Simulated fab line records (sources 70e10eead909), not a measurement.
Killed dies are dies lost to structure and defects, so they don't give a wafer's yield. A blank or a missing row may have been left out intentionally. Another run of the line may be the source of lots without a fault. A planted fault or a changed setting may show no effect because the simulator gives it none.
Chamber matching	flow nand harc	NHARC_A_CONTACT_DEP_29 on pecvd-03: 3 sister chambers
The step deposits SiON, target thk 70 nm. 16 wafers are shown with their chamber, then 8 later ones without.

== WAFERS, EACH WITH ITS CHAMBER ==
wafer	chamber	heater power w (W)	rf fwd power W (W)
L074.2	1	858	347.5
L074.3	2	666	348.0
L074.4	1	857	347.5
L075.1	2	680	348.8
L075.3	0	721	350.8
L075.4	0	704	349.0
L078.2	1	830	349.4
L078.5	1	822	350.1
L078.6	2	689	348.4
L082.1	2	686	346.5
L082.2	0	746	348.3
L082.6	1	870	347.9
L083.3	2	685	349.7
L083.4	2	690	348.2
L083.5	1	850	351.3
L087.2	1	872	348.6

SIGNATURES (averages over the wafers above)
reading	chamber 0	chamber 1	chamber 2	scatter within a chamber
heater power w	723.67	851.29	682.67	16.3
rf fwd power W	349.367	348.900	348.267	1.28
Rule: a wafer's distance from a chamber is the root of the sum, over the readings, of the square of ((its reading less the chamber's mean) divided by the reading's scatter). If the next closest chamber is less than 2 further off than the closest, the wafer can't be placed; otherwise it belongs to the closest. The scatter: take each reading less its chamber's mean, square it, sum over the shown wafers, divide by the number of wafers less the number of chambers, and take the root.

== WAFERS WHOSE CHAMBER IS MISSING ==
wafer	heater power w (W)	rf fwd power W (W)
L087.3	705	349.0
L087.4	682	349.8
L089.3	739	349.7
L089.4	685	348.3
L089.5	732	348.6
L092.1	623	349.6
L092.2	682	349.1
L092.5	688	348.6

== WHICH CHAMBER EACH WENT THROUGH ==
wafer	from the rows above	in truth
L087.3	can't be placed: 0 or 2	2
L087.4	can't be placed: 2 or 0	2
L089.3	0	0
L089.4	2	2
L089.5	0	0
L092.1	2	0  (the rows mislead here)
L092.2	can't be placed: 2 or 0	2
L092.5	can't be placed: 2 or 0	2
Correctly placed: 3 of 8. Cannot be placed on the basis of these rows: 4; the candidates contain the true chamber in 4. Wrongly placed: 1.
